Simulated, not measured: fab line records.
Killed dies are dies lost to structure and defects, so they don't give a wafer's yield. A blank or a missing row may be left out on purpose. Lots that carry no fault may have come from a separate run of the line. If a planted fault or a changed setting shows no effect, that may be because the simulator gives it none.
Which of the tools did it? + flow n5-finfet + Sampling: 6 lots, 17 wafers, 3 of 1938 route steps

WHAT THE GAUGES READ, wafer by wafer
N5_BEOL_M12_THK_MEAS_50: measures by xrf.
| lot  | measured     | on            | M12_THK (nm) |
|------|--------------|---------------|--------------|
| L805 | day 11 14:39 | film-metro-01 | 310 308      |
| L809 | day 12 14:01 | film-metro-01 | 309 315 316  |
| L811 | day 12 15:20 | film-metro-01 | 318 316 318  |
| L815 | day 13 17:32 | film-metro-01 | 304 311 321  |
| L819 | day 14 23:53 | film-metro-01 | 330 321 318  |
| L826 | day 16 06:16 | film-metro-01 | 308 316 312  |

EACH LOT AND THE TOOL THAT RAN IT (in order: tool; ch and the chambers of the sampled wafers; start)
| lot  | N5_BEOL_M12_PRE_CLEAN_42     | N5_BEOL_M12_SPUTTER_43       |
|------|------------------------------|------------------------------|
| L805 | pvd-sputter-02, day 11 13:36 | pvd-sputter-02, day 11 13:38 |
| L809 | pvd-sputter-01, day 12 11:58 | pvd-sputter-01, day 12 12:00 |
| L811 | pvd-sputter-01, day 12 14:17 | pvd-sputter-01, day 12 14:19 |
| L815 | pvd-sputter-03, day 13 15:40 | pvd-sputter-03, day 13 15:42 |
| L819 | pvd-sputter-02, day 14 22:49 | pvd-sputter-02, day 14 22:52 |
| L826 | pvd-sputter-01, day 16 05:02 | pvd-sputter-01, day 16 05:04 |
- N5_BEOL_M12_PRE_CLEAN_42: time 30 s.
- N5_BEOL_M12_SPUTTER_43: material TaN, target thk 15 nm, time 24.19 s.

THE ANSWER, worked out from the rows above alone
Rule: what is usual is taken from the lots themselves. The widest of any qualifying gaps counts: lots, ordered by their means at a reading, are off when they make up no more than a third of the lots, leave a main group of 4 or more, and stand apart from it by 3 or more times the standard deviation of that group's means. A main group whose means are all the same, to the digits that the tables above print for the reading, isn't used. Also off: a lot with no number at a reading for which 4 or more lots have one. The other lots that the step has rows for count as sound.
None of the lots is off at any reading shown; this tells nothing.

WHAT THE SIMULATOR HAD PUT IN
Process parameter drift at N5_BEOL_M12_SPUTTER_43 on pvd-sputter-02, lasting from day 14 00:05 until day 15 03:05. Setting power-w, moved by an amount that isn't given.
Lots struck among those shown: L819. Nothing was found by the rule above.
